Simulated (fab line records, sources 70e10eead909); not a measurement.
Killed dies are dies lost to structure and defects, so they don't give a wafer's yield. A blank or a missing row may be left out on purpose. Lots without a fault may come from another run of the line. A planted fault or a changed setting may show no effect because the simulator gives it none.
fab line records | flow nand_harc
record lots=12 wafers=36 last_day=33
route steps=1302 shown A_CHANNEL_FILL_D2@627 A_STAIRCASE@662 END@1302
lots that met no fault: from a run of the same line without faults
start_h: hours from the record's first day to the start of the lot's first wafer shown | wait_h: hours since the lot's step before | " the same as in the row above | L1.1+2: a row that stands for several wafers | - no value, or no start given | * or withheld: withheld | < > ~ a bound
route shown NAME@n: a module of which the file shows steps, and the number in the route of the first | usual: mean/standard deviation of fault-free wafers | same: alike in all rows | chamber/n: place in a boat | sites: the reading at each site | _std_site: their standard deviation | _edge_site: outer sites' mean less inner sites' | radius_mm: how far each site lies from the wafer's centre | mask NAME#n: copy n | behind: the tool/chamber that last shaped the wafer | hold: why the lot was held/for how many hours/how that ended | device: the transistor (n, p or np) that didn't switch | end of line: the same wafers' tests at the end of the route | a step without rows: its recipe alone | killed: dies lost to structure and defects at the first sort, not the wafer's yield | map: a wafer's dies, x killed, . not, _ none there
set.NAME: the setting as run; set.NAME@STEP: as run at that earlier step | model.NAME: the simulator's own value behind a step, which no gauge read
steps of the route over a sample of lots; a table a step, a row a wafer
services: from which hour (start_h, from the record's first day; less than 0 if before it) a tool's chamber was out of use, for how many hours, and why
## steps
# step NHARC_A_CHANNEL_FILL_D2_ALD_25
# recipe target_thk_a=600 pulse_time_s=10 ald_cycles=600 temp_c=300 material=SiOx
# usual heater_power_outer_w=249/30 heater_power_w=438/49 precursor_pulse_height_rel=0.999/0.022
# same pulse_time_s=10
# columns lot.wafer tool chamber start_h wait_h heater_power_outer_w heater_power_w precursor_pulse_height_rel since_wet_clean_h
L850.4 ald_hk-04 2 344.96 1.9 278 501 1.029 82
L850.6 " 3 " " 306 514 1.034 -
L850.5 " 0 " " 248 426 1.042 -
L852.2 ald_hk-04 1 351.84 0.1 287 498 0.976 89
L852.4 " 3 353.06 1.3 299 490 1.040 90
L852.5 " 2 354.89 3.1 279 504 1.023 -
L858.3 ald_hk-02 3 411.09 0.0 238 408 0.999 54
L858.1 " 1 412.32 1.3 199 360 1.016 55
L858.6 " 0 414.17 3.1 267 463 0.963 -
L857.1 ald_hk-01 3 412.32 1.3 281 519 0.990 102
L857.3 " 0 413.54 2.5 248 418 0.988 103
L857.4 " 1 414.77 3.7 229 429 1.026 104
L859.1 ald_hk-02 1 421.72 1.3 199 356 0.992 64
L859.4 " 2 " " 226 377 0.994 65
L859.6 " 0 423.57 3.1 271 480 0.994 -
L862.3 ald_hk-04 0 446.98 0.1 248 415 0.982 6
L862.4 " 1 " " 257 463 0.989 6
L862.6 " 0 449.46 2.5 236 418 1.027 -
L863.2 ald_hk-04 0 473.20 0.7 242 411 0.991 32
L863.6 " 3 475.03 2.5 299 473 1.010 -
L863.5 " 0 " " 240 422 0.983 -
L864.4 ald_hk-02 1 481.24 0.7 203 370 0.981 124
L864.2 " 3 482.46 1.9 239 410 1.004 125
L864.5 " 1 483.69 3.1 204 367 0.976 -
L866.4 ald_hk-01 2 500.34 1.3 261 465 0.966 12
L866.3 " 3 " " 277 496 1.012 13
L866.6 " 1 502.19 3.1 238 454 0.984 -
L869.2 ald_hk-02 2 521.15 0.7 234 397 0.981 164
L869.6 " 1 523.02 2.5 206 367 0.961 -
L869.5 " 2 " " 225 386 1.007 -
L870.2 ald_hk-02 2 542.65 0.8 211 356 0.985 7
L870.4 " 3 " " 219 414 1.000 8
L870.6 " 2 545.11 3.2 221 377 1.003 -
L871.2 ald_hk-02 1 548.84 0.1 202 368 1.015 14
L871.4 " 3 550.09 1.3 221 405 1.017 15
L871.6 " 1 551.33 2.5 203 367 0.981 -
# step NHARC_A_STAIRCASE_EXPOSE_06
# recipe na=0.5 dose_mj=25.43 mask_id=STAIR
# usual exposure_dose_mJ_cm2=25.426/0.028
# columns lot.wafer tool chamber start_h wait_h mask exposure_dose_mJ_cm2
L850.4 krf_scanner-01 0 357.65 - STAIR#0 25.391
L850.5 " 0 " " STAIR#0 25.388
L850.6 " 0 " " STAIR#0 25.457
L852.2 krf_scanner-03 0 366.33 - STAIR#0 25.447
L852.4 " 0 " " STAIR#0 25.417
L852.5 " 0 " " STAIR#0 25.407
L858.1 krf_scanner-03 0 425.54 - STAIR#0 25.420
L858.3 " 0 " " STAIR#0 25.447
L858.6 " 0 " " STAIR#0 25.400
L857.1 krf_scanner-04 0 429.18 - STAIR#0 25.403
L857.3 " 0 " " STAIR#0 25.450
L857.4 " 0 " " STAIR#0 25.449
L859.1 krf_scanner-01 0 434.87 - STAIR#0 25.414
L859.4 " 0 " " STAIR#0 25.403
L859.6 " 0 " " STAIR#0 25.417
L862.3 krf_scanner-01 0 462.53 - STAIR#0 25.471
L862.4 " 0 " " STAIR#0 25.427
L862.6 " 0 " " STAIR#0 25.455
L863.2 krf_scanner-03 0 486.87 - STAIR#0 23.355
L863.5 " 0 " " STAIR#0 23.363
L863.6 " 0 " " STAIR#0 23.395
L864.2 krf_scanner-03 0 495.68 - STAIR#0 23.338
L864.4 " 0 " " STAIR#0 23.323
L864.5 " 0 " " STAIR#0 23.348
L866.3 krf_scanner-04 0 513.59 - STAIR#0 25.436
L866.4 " 0 " " STAIR#0 25.454
L866.6 " 0 " " STAIR#0 25.441
L869.2 krf_scanner-04 0 534.94 - STAIR#0 25.439
L869.5 " 0 " " STAIR#0 25.449
L869.6 " 0 " " STAIR#0 25.409
L870.2 krf_scanner-04 0 556.30 - STAIR#0 25.412
L870.4 " 0 " " STAIR#0 25.415
L870.6 " 0 " " STAIR#0 25.439
L871.2 krf_scanner-01 0 563.93 - STAIR#0 25.405
L871.4 " 0 " " STAIR#0 25.446
L871.6 " 0 " " STAIR#0 25.467
# step NHARC_A_STAIRCASE_TRIM_12
# recipe time_s=211.2 o2_flow_sccm=500 ar_flow_sccm=0 bias_w=0 chemistry=O2
# usual drypump_motor_current_A=5.8/0.59 oes_product_au=1.002/0.0075 rf_vpp_V=57.8/0.89 showerhead_plenum_p_Torr=3.52/0.17 throttle_valve_pct=17.037/0.01
# columns lot.wafer tool chamber start_h wait_h drypump_motor_current_A oes_product_au rf_hours_counter_h rf_vpp_V showerhead_plenum_p_Torr throttle_valve_pct
L850.4 rie_diel-09 3 358.26 0.2 6.5 0.996 7 60.1 3.55 17.036
L850.6 " 1 " " 4.7 0.999 - 57.7 3.57 17.042
L850.5 " 2 " " 6.2 1.003 - 58.4 3.80 17.030
L852.2 rie_diel-06 2 366.80 0.1 6.2 1.013 17 58.3 3.73 17.033
L852.4 " 1 " " 6.3 1.008 18 57.8 3.39 17.027
L852.5 " 2 " " 6.1 1.012 - 58.4 3.73 17.056
L858.1 rie_diel-09 0 426.00 0.1 6.0 0.979 31 58.0 3.32 17.037
L858.3 " 3 " " 6.5 0.994 29 59.7 3.54 17.059
L858.6 " 1 " " 4.7 0.991 - 57.1 3.56 17.045
L857.3 rie_diel-01 2 429.77 0.2 5.7 1.011 13 57.7 3.77 17.024
L857.1 " 0 " " 5.4 1.004 16 59.8 3.46 17.048
L857.4 " 1 " " 5.5 1.006 16 57.0 3.52 17.037
L859.1 rie_diel-09 1 435.33 0.1 4.7 0.997 37 57.6 3.56 17.057
L859.4 " 3 " " 6.5 0.994 32 57.3 3.54 17.035
L859.6 " 2 " " 6.1 1.002 - 57.3 3.79 17.026
L862.3 rie_diel-09 3 463.01 0.1 6.5 1.002 39 57.8 3.54 17.050
L862.4 " 0 " " 6.0 0.989 41 56.9 3.31 17.030
L862.6 " 2 " " 6.2 0.999 - 59.5 3.78 17.059
L863.2 rie_diel-09 3 487.37 0.1 6.4 1.006 45 56.8 3.53 17.040
L863.5 " 0 " " 6.0 1.000 - 56.1 3.31 17.026
L863.6 " 1 " " 4.7 1.011 - 56.6 3.55 17.026
L864.2 rie_diel-01 1 496.19 0.1 5.4 1.003 34 56.1 3.51 17.052
L864.4 " 0 " " 5.4 0.996 - 57.8 3.45 17.037
L864.5 " 1 " " 5.5 0.997 - 58.1 3.51 17.042
L866.3 rie_diel-09 3 514.05 0.1 6.5 1.008 1 58.4 3.53 17.019
L866.4 " 1 " " 4.7 1.012 1 57.6 3.55 17.043
L866.6 " 2 " " 6.2 1.001 - 56.5 3.78 17.030
L869.2 rie_diel-09 2 535.45 0.1 6.2 1.007 6 58.9 3.78 17.020
L869.6 " 3 " " 6.5 1.013 - 56.2 3.53 17.038
L869.5 " 0 " " 6.0 0.994 - 58.2 3.30 17.033
L870.4 rie_diel-09 0 556.77 0.1 6.0 1.002 15 57.2 3.30 17.032
L870.2 " 1 " " 4.7 0.997 15 58.6 3.54 17.023
L870.6 " 0 " " 6.0 0.995 - 57.4 3.30 17.031
L871.2 rie_diel-06 2 564.40 0.1 6.1 0.992 27 58.7 3.69 17.055
L871.4 " 0 " " 5.2 1.001 17 57.9 3.32 17.031
L871.6 " 2 " " 6.1 1.011 - 58.4 3.69 17.047
# step NHARC_A_STAIRCASE_ETCH_15
# recipe target_depth_a=1000 time_s=40.5 ion_energy_ev=400 c4f8_flow_sccm=20 o2_flow_sccm=10 ar_flow_sccm=withheld rf_w=600 bias_w=1000 chemistry=C4F8/O2
# usual oes_product_au=0.942/0.011 rf_vpp_V=895/5.8
# columns lot.wafer tool chamber start_h wait_h oes_product_au rf_hours_counter_h rf_vpp_V
L850.4 rie_diel-09 1 - - 0.941 9 897
L850.5 " 3 " " 0.946 - 898
L850.6 " 0 " " 0.951 - 890
L852.4 rie_diel-06 1 - - 0.938 18 891
L852.2 " 0 " " 0.933 17 889
L852.5 " 2 " " 0.941 - 904
L858.1 rie_diel-09 0 - - 0.946 31 889
L858.3 " 2 " " 0.953 29 904
L858.6 " 0 " " 0.933 - 888
L857.4 rie_diel-01 2 - - 0.945 13 905
L857.1 " 3 " " 0.928 13 889
L857.3 " 0 " " 0.945 16 893
L859.4 rie_diel-09 1 - - 0.941 37 898
L859.1 " 0 " " 0.949 34 888
L859.6 " 1 " " 0.942 - 896
L862.3 rie_diel-09 3 - - 0.954 39 896
L862.4 " 0 " " 0.944 41 889
L862.6 " 1 " " 0.947 - 897
L863.2 rie_diel-09 1 - - 0.951 53 897
L863.5 " 1 " " 0.957 - 897
L863.6 " 2 " " 0.953 - 906
L864.2 rie_diel-01 0 - - 0.917 39 894
L864.4 " 0 " " 0.937 - 892
L864.5 " 3 " " 0.920 - 890
L866.4 rie_diel-09 0 - - 0.954 1 887
L866.3 " 1 " " 0.953 1 897
L866.6 " 1 " " 0.949 - 897
L869.2 rie_diel-09 1 - - 0.943 8 897
L869.6 " 0 " " 0.927 - 888
L869.5 " 1 " " 0.949 - 897
L870.4 rie_diel-09 2 - - 0.944 14 905
L870.2 " 3 " " 0.953 15 896
L870.6 " 1 " " 0.961 - 896
L871.4 rie_diel-06 2 - - 0.947 27 900
L871.2 " 3 " " 0.939 25 888
L871.6 " 3 " " 0.947 - 888
# step NHARC_END_SORT_01
# recipe temp_c=25
# usual killed_at_array=52/19 killed_at_other=0.8/1 killed_at_periphery=3.7/2.5 killed_dies=56/19 killed_open=3.5/2 killed_short=2.2/1.4
# same gross_dies=677
# columns lot.wafer tool chamber start_h wait_h killed_at_array killed_at_other killed_at_periphery killed_dies killed_open killed_short
L850.4 prober-02 0 564.96 3.4 49 0 3 52 3 2
L850.5 prober-02 0 565.75 3.7 46 0 3 49 4 1
L850.6 prober-02 0 566.54 3.9 38 3 2 43 3 4
L852.2 prober-01 0 570.10 2.8 83 1 3 87 4 3
L852.4 prober-01 0 571.70 3.4 78 0 2 80 2 1
L852.5 prober-01 0 572.50 3.7 76 1 4 81 6 1
L857.1 prober-01 0 630.62 2.5 68 1 2 71 1 3
L857.3 prober-01 0 632.23 3.1 81 0 4 85 4 3
L857.4 prober-01 0 633.03 3.4 57 0 3 60 4 2
L858.1 prober-02 0 630.64 2.5 43 1 3 47 6 2
L858.3 prober-02 0 632.24 3.1 43 0 4 47 5 4
L858.6 prober-02 0 634.63 4.0 56 1 3 60 4 2
L859.1 prober-02 0 644.48 2.5 31 0 2 33 5 1
L859.4 prober-02 0 646.87 3.4 37 0 2 39 4 2
L859.6 prober-02 0 648.47 4.0 28 0 1 29 2 4
L863.2 prober-01 0 692.42 2.8 22 0 9 31 2 2
L863.5 prober-01 0 694.80 3.7 20 0 5 25 2 2
L863.6 prober-01 0 695.59 4.0 27 0 9 36 2 3
L862.3 prober-02 0 693.21 3.1 95 3 1 99 4 5
L862.4 prober-02 0 694.00 3.4 87 0 2 89 5 3
L862.6 prober-02 0 695.59 4.0 100 5 7 112 5 4
L864.2 prober-01 0 705.44 2.8 35 0 4 39 6 3
L864.4 prober-01 0 707.03 3.4 25 0 2 27 1 3
L864.5 prober-01 0 707.83 3.7 36 0 3 39 5 2
L866.3 prober-01 0 726.31 3.1 40 2 7 49 2 3
L866.4 prober-01 0 727.10 3.4 34 0 2 36 0 2
L866.6 prober-01 0 728.69 4.0 30 4 3 37 6 0
L869.2 prober-01 0 741.02 2.8 78 0 3 81 2 3
L869.5 prober-01 0 743.42 3.7 62 0 7 69 4 1
L869.6 prober-01 0 744.22 4.0 70 0 8 78 1 1
L870.2 prober-01 0 763.80 2.8 46 1 3 50 3 2
L870.4 prober-01 0 765.42 3.4 27 1 5 33 3 1
L870.6 prober-01 0 767.04 4.1 27 1 4 32 1 2
L871.2 prober-02 0 779.11 2.8 49 0 3 52 1 2
L871.4 prober-02 0 780.72 3.4 65 0 6 71 3 2
L871.6 prober-02 0 782.33 4.0 56 2 4 62 1 2
# killed by level:class
L850.4 A_SLIT:chamber_film_flake=25 A_CHANNEL_HOLE_D2:chamber_film_flake=6 A_CONTACT:chamber_film_flake=4 A_WL_FILL:chamber_film_flake=3 A_DECK1_JOINT:geometric_particle:open=2 A_ONON_D2:geometric_particle:open=1 A_ONON_D2:geometric_particle:short=1 A_CHANNEL_FILL_D2:geometric_particle:short=1
L850.5 A_SLIT:chamber_film_flake=22 A_CHANNEL_HOLE_D2:chamber_film_flake=5 A_WL_FILL:chamber_film_flake=5 A_CONTACT:chamber_film_flake=4 A_M0:geometric_particle:open=3 A_STAIRCASE:chamber_film_flake=3 P_STI:geometric_particle:short=1 A_SOURCE_PLATE:geometric_particle:open=1
L850.6 A_SLIT:chamber_film_flake=17 A_CHANNEL_HOLE_D2:chamber_film_flake=8 THIN_TSV:chamber_film_flake=3 A_DECK1_JOINT:chamber_film_flake=2 P_M0:geometric_particle:short=1 A_ONON_D1:geometric_particle:short=1 A_CHANNEL_FILL_D1:geometric_particle:short=1 A_DECK1_JOINT:geometric_particle:open=1
L852.2 A_CHANNEL_HOLE_D1:chamber_film_flake=27 A_SLIT:chamber_film_flake=24 A_CHANNEL_HOLE_D2:chamber_film_flake=13 A_STAIRCASE:chamber_film_flake=4 A_CHANNEL_FILL_D1:geometric_particle:short=3 A_CONTACT:chamber_film_flake=3 A_M0:chamber_film_flake=3 A_BLC:geometric_particle:open=2
L852.4 A_SLIT:chamber_film_flake=26 A_CHANNEL_HOLE_D2:chamber_film_flake=22 A_CHANNEL_HOLE_D1:chamber_film_flake=17 A_STAIRCASE:chamber_film_flake=4 A_DECK1_JOINT:chamber_film_flake=3 A_CHANNEL_FILL_D1:geometric_particle:short=1 A_BLC:geometric_particle:open=1 A_M0:geometric_particle:open=1
L852.5 A_CHANNEL_HOLE_D2:chamber_film_flake=26 A_SLIT:chamber_film_flake=23 A_CHANNEL_HOLE_D1:chamber_film_flake=15 A_STAIRCASE:chamber_film_flake=4 A_ONON_D2:geometric_particle:open=2 P_GATE:chamber_film_flake=2 A_CONTACT:chamber_film_flake=2 P_STI:geometric_particle:open=1
L857.1 A_CHANNEL_HOLE_D2:chamber_film_flake=29 A_SLIT:chamber_film_flake=28 A_WL_FILL:geometric_particle:short=3 A_ZERO_WELL:chamber_film_flake=3 A_CHANNEL_HOLE_D1:chamber_film_flake=3 A_ONON_D1:geometric_particle:open=1 P_STI:chamber_film_flake=1 P_GATE:chamber_film_flake=1
L858.1 A_CHANNEL_HOLE_D2:chamber_film_flake=17 A_CHANNEL_HOLE_D1:chamber_film_flake=15 A_CONTACT:chamber_film_flake=4 A_DECK1_JOINT:geometric_particle:open=2 A_BLC:geometric_particle:open=2 P_CONTACT:geometric_particle:short=1 P_M0:geometric_particle:open=1 A_SOURCE_PLATE:geometric_particle:open=1
L857.3 A_CHANNEL_HOLE_D2:chamber_film_flake=38 A_SLIT:chamber_film_flake=32 A_CONTACT:chamber_film_flake=4 P_GATE:chamber_film_flake=2 A_CHANNEL_HOLE_D1:chamber_film_flake=2 P_M0:geometric_particle:open=1 P_M2:geometric_particle:open=1 A_SOURCE_PLATE:geometric_particle:short=1
L858.3 A_CHANNEL_HOLE_D1:chamber_film_flake=15 A_CHANNEL_HOLE_D2:chamber_film_flake=14 P_GATE:chamber_film_flake=3 A_CONTACT:chamber_film_flake=3 P_GATE:geometric_particle:short=1 A_ONON_D1:geometric_particle:open=1 A_CHANNEL_FILL_D1:geometric_particle:open=1 A_DECK1_JOINT:geometric_particle:short=1
L857.4 A_SLIT:chamber_film_flake=29 A_CHANNEL_HOLE_D2:chamber_film_flake=15 A_CONTACT:chamber_film_flake=3 A_ZERO_WELL:chamber_film_flake=2 P_GATE:geometric_particle:open=1 P_CONTACT:geometric_particle:short=1 A_CHANNEL_FILL_D2:geometric_particle:open=1 A_SGD_CUT:geometric_particle:open=1
L858.6 A_CHANNEL_HOLE_D1:chamber_film_flake=24 A_CHANNEL_HOLE_D2:chamber_film_flake=15 A_CONTACT:chamber_film_flake=8 A_STAIRCASE:chamber_film_flake=4 A_ONON_D2:geometric_particle:open=2 P_BONDPAD:geometric_particle:open=1 A_ONON_D1:geometric_particle:open=1 A_CHANNEL_HOLE_D1:geometric_particle:short=1
L859.1 A_CHANNEL_HOLE_D2:chamber_film_flake=17 A_SLIT:chamber_film_flake=3 A_CHANNEL_FILL_D1:geometric_particle:open=2 A_CONTACT:chamber_film_flake=2 P_CONTACT:geometric_particle:open=1 A_ONON_D2:geometric_particle:short=1 A_CONTACT:geometric_particle:open=1 A_BLC:geometric_particle:open=1
L859.4 A_CHANNEL_HOLE_D2:chamber_film_flake=14 A_WL_FILL:chamber_film_flake=4 A_CHANNEL_HOLE_D1:chamber_film_flake=3 A_SLIT:chamber_film_flake=3 A_BLC:chamber_film_flake=3 A_CHANNEL_FILL_D1:geometric_particle:open=2 A_CONTACT:chamber_film_flake=2 P_GATE:geometric_particle:open=1
L859.6 A_CHANNEL_HOLE_D2:chamber_film_flake=13 A_CHANNEL_FILL_D1:geometric_particle:short=2 A_WL_FILL:geometric_particle:short=2 A_CHANNEL_HOLE_D1:chamber_film_flake=2 A_STAIRCASE:chamber_film_flake=2 A_CONTACT:chamber_film_flake=2 A_ONON_D2:geometric_particle:open=1 A_WL_FILL:geometric_particle:open=1
L863.2 A_CHANNEL_HOLE_D1:chamber_film_flake=10 P_M1:chamber_film_flake=3 P_BONDPAD:chamber_film_flake=3 A_WL_FILL:chamber_film_flake=3 A_BONDPAD:chamber_film_flake=3 P_CONTACT:geometric_particle:short=2 A_DECK1_JOINT:chamber_film_flake=2 A_WL_FILL:geometric_particle:open=1
L862.3 A_SLIT:chamber_film_flake=31 A_CHANNEL_HOLE_D1:chamber_film_flake=24 A_CHANNEL_HOLE_D2:chamber_film_flake=16 A_STAIRCASE:chamber_film_flake=12 A_WL_FILL:chamber_film_flake=3 THIN_TSV:chamber_film_flake=2 P_M2:geometric_particle:short=1 A_SOURCE_PLATE:geometric_particle:short=1
L862.4 A_SLIT:chamber_film_flake=36 A_CHANNEL_HOLE_D1:chamber_film_flake=16 A_CHANNEL_HOLE_D2:chamber_film_flake=14 A_STAIRCASE:chamber_film_flake=8 A_WL_FILL:chamber_film_flake=3 P_CONTACT:geometric_particle:open=1 A_CHANNEL_HOLE_D1:geometric_particle:open=1 A_CHANNEL_FILL_D1:geometric_particle:open=1
L863.5 A_CHANNEL_HOLE_D1:chamber_film_flake=10 P_M1:chamber_film_flake=3 P_BONDPAD:chamber_film_flake=2 A_STAIRCASE:chamber_film_flake=2 A_BONDPAD:chamber_film_flake=2 A_ONON_D2:geometric_particle:short=1 A_CHANNEL_FILL_D2:geometric_particle:open=1 A_WL_FILL:geometric_particle:short=1
L863.6 A_CHANNEL_HOLE_D1:chamber_film_flake=13 P_BONDPAD:chamber_film_flake=6 A_SLIT:chamber_film_flake=3 P_ZERO_WELL:chamber_film_flake=2 A_DECK1_JOINT:chamber_film_flake=2 A_STAIRCASE:chamber_film_flake=2 A_WL_FILL:chamber_film_flake=2 P_GATE:geometric_particle:short=1
L862.6 A_SLIT:chamber_film_flake=33 A_CHANNEL_HOLE_D1:chamber_film_flake=26 A_CHANNEL_HOLE_D2:chamber_film_flake=22 A_STAIRCASE:chamber_film_flake=7 THIN_TSV:chamber_film_flake=5 P_GATE:chamber_film_flake=3 A_CONTACT:chamber_film_flake=3 P_ZERO_WELL:chamber_film_flake=2
L864.2 A_CHANNEL_HOLE_D1:chamber_film_flake=15 A_CONTACT:chamber_film_flake=5 A_STAIRCASE:chamber_film_flake=3 A_SLIT:chamber_film_flake=3 A_WL_FILL:chamber_film_flake=2 P_GATE:geometric_particle:open=1 P_CONTACT:geometric_particle:open=1 P_M0:geometric_particle:open=1
L864.4 A_CHANNEL_HOLE_D1:chamber_film_flake=11 A_SLIT:chamber_film_flake=3 A_STAIRCASE:chamber_film_flake=3 A_ONON_D1:geometric_particle:short=2 A_WL_FILL:chamber_film_flake=2 A_CHANNEL_FILL_D2:geometric_particle:short=1 A_STAIRCASE:geometric_particle:open=1 P_CONTACT:chamber_film_flake=1
L864.5 A_CHANNEL_HOLE_D1:chamber_film_flake=16 A_CONTACT:chamber_film_flake=5 A_CHANNEL_FILL_D1:chamber_film_flake=3 A_CHANNEL_FILL_D2:geometric_particle:open=2 A_DECK1_JOINT:chamber_film_flake=2 A_STAIRCASE:chamber_film_flake=2 A_ONON_D1:geometric_particle:open=1 A_CHANNEL_FILL_D1:geometric_particle:open=1
L866.3 A_CHANNEL_HOLE_D1:chamber_film_flake=25 A_CONTACT:chamber_film_flake=4 P_GATE:chamber_film_flake=3 A_CHANNEL_FILL_D2:geometric_particle:short=2 P_STI:chamber_film_flake=2 A_CHANNEL_FILL_D2:chamber_film_flake=2 THIN_TSV:chamber_film_flake=2 A_SLIT:geometric_particle:short=1
L866.4 A_CHANNEL_HOLE_D1:chamber_film_flake=12 A_CONTACT:chamber_film_flake=5 A_CHANNEL_HOLE_D2:chamber_film_flake=4 A_CHANNEL_FILL_D2:chamber_film_flake=4 A_SLIT:chamber_film_flake=3 P_STI:chamber_film_flake=2 A_STAIRCASE:chamber_film_flake=2 A_ONON_D1:geometric_particle:short=1
L866.6 A_CHANNEL_HOLE_D1:chamber_film_flake=13 A_SLIT:chamber_film_flake=4 A_CHANNEL_HOLE_D2:chamber_film_flake=3 THIN_TSV:chamber_film_flake=3 A_CHANNEL_FILL_D2:geometric_particle:open=2 P_CONTACT:chamber_film_flake=2 A_CONTACT:chamber_film_flake=2 P_STI:geometric_particle:open=1
L869.2 A_SLIT:chamber_film_flake=35 A_CHANNEL_HOLE_D1:chamber_film_flake=31 A_WL_FILL:chamber_film_flake=4 A_ONON_D2:geometric_particle:short=2 P_GATE:chamber_film_flake=2 A_CONTACT:chamber_film_flake=2 A_ONON_D1:geometric_particle:open=1 A_WL_FILL:geometric_particle:short=1
L869.5 A_SLIT:chamber_film_flake=33 A_CHANNEL_HOLE_D1:chamber_film_flake=15 A_CONTACT:chamber_film_flake=5 P_GATE:chamber_film_flake=4 A_STAIRCASE:chamber_film_flake=3 A_WL_FILL:chamber_film_flake=2 P_CONTACT:geometric_particle:short=1 P_M0:geometric_particle:open=1
L869.6 A_CHANNEL_HOLE_D1:chamber_film_flake=32 A_SLIT:chamber_film_flake=32 A_CONTACT:chamber_film_flake=4 P_GATE:chamber_film_flake=3 P_CONTACT:chamber_film_flake=3 P_CONTACT:geometric_particle:short=1 P_CONTACT:geometric_particle:open=1 A_STAIRCASE:chamber_film_flake=1
L870.2 A_CHANNEL_HOLE_D1:chamber_film_flake=21 A_CONTACT:chamber_film_flake=9 A_SLIT:chamber_film_flake=5 A_STAIRCASE:chamber_film_flake=3 P_GATE:chamber_film_flake=2 A_DECK1_JOINT:geometric_particle:short=1 A_CHANNEL_HOLE_D2:geometric_particle:open=1 A_CHANNEL_FILL_D2:geometric_particle:open=1
L870.4 A_CHANNEL_HOLE_D1:chamber_film_flake=11 A_CONTACT:chamber_film_flake=5 P_CONTACT:geometric_particle:open=3 A_DECK1_JOINT:chamber_film_flake=3 A_SLIT:chamber_film_flake=3 A_CHANNEL_FILL_D2:geometric_particle:short=1 P_ZERO_WELL:chamber_film_flake=1 P_GATE:chamber_film_flake=1
L870.6 A_CHANNEL_HOLE_D1:chamber_film_flake=11 P_GATE:chamber_film_flake=4 A_SLIT:chamber_film_flake=4 A_CONTACT:chamber_film_flake=4 A_CHANNEL_HOLE_D2:chamber_film_flake=2 A_CHANNEL_FILL_D1:geometric_particle:short=1 A_DECK1_JOINT:geometric_particle:short=1 A_CHANNEL_FILL_D2:geometric_particle:open=1
L871.2 A_SLIT:chamber_film_flake=30 A_STAIRCASE:chamber_film_flake=6 A_CHANNEL_HOLE_D1:chamber_film_flake=5 P_M0:chamber_film_flake=2 A_CONTACT:chamber_film_flake=2 A_SOURCE_PLATE:geometric_particle:short=1 A_ONON_D1:geometric_particle:short=1 A_CHANNEL_HOLE_D1:geometric_particle:open=1
L871.4 A_SLIT:chamber_film_flake=43 A_CHANNEL_HOLE_D1:chamber_film_flake=4 A_CHANNEL_FILL_D1:chamber_film_flake=4 A_STAIRCASE:chamber_film_flake=4 A_CONTACT:chamber_film_flake=3 P_STI:chamber_film_flake=2 P_M0:chamber_film_flake=2 A_CHANNEL_HOLE_D1:unspecified=2
L871.6 A_SLIT:chamber_film_flake=33 A_CHANNEL_HOLE_D1:chamber_film_flake=9 A_STAIRCASE:chamber_film_flake=6 P_M0:chamber_film_flake=2 A_CHANNEL_FILL_D1:chamber_film_flake=2 A_CONTACT:chamber_film_flake=2 THIN_TSV:chamber_film_flake=2 P_M0:geometric_particle:open=1
## services
# columns tool chamber start_h hours kind
rie_diel-09 - 322.71 9.0 pm
krf_scanner-04 - 329.38 3.9 repair
ald_hk-02 - 348.50 10.0 pm
krf_scanner-04 - 355.13 4.0 pm
rie_diel-09 2 364.38 10.6 repair
rie_diel-01 0 374.13 15.2 repair
krf_scanner-04 - 382.18 6.0 repair
rie_diel-01 - 384.07 9.0 pm
rie_diel-09 3 384.61 4.6 repair
krf_scanner-03 - 396.76 4.0 pm
krf_scanner-01 - 397.04 1.4 repair
krf_scanner-04 - 399.80 1.7 repair
rie_diel-06 0 420.24 6.2 repair
rie_diel-09 0 421.94 3.4 repair
ald_hk-04 - 432.33 10.0 pm
krf_scanner-04 - 436.41 0.4 repair
rie_diel-01 1 440.03 2.8 repair
rie_diel-01 3 476.54 5.0 repair
krf_scanner-01 - 478.77 1.4 repair
krf_scanner-01 - 484.00 4.0 pm
rie_diel-01 2 484.32 20.3 repair
rie_diel-06 - 485.02 9.0 pm
rie_diel-09 - 499.71 9.0 pm
ald_hk-02 - 526.50 10.0 pm
## key
first_sign step=NHARC_A_STAIRCASE_EXPOSE_06 reading=exposure_dose_mJ_cm2 direction=down sigmas=74 usual=25.426 struck=23.354
effect none on later readings
met_at NHARC_A_STAIRCASE_EXPOSE_06
struck_lots L863,L864
tester_left_out L863,L864
not_acting_at NHARC_A_CHANNEL_FILL_D2_ALD_25,NHARC_A_STAIRCASE_TRIM_12,NHARC_A_STAIRCASE_ETCH_15
onset_between 425.54 486.87
fault kind=process_parameter_drift tool=krf_scanner-03 chamber=- onset_h=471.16 steps=NHARC_A_STAIRCASE_EXPOSE_06 channel=dose_mj offset=-2.0692 shape=step acts_in=these_recipes_only stated=25.43
# tester_left_out: of these lots the tester's yield and bins aren't shown, on N5 and GAA mostly nor the transistor test; their killed dies are dies lost to structure and defects alone, not to doping, threshold or leakage, so they don't give the yield
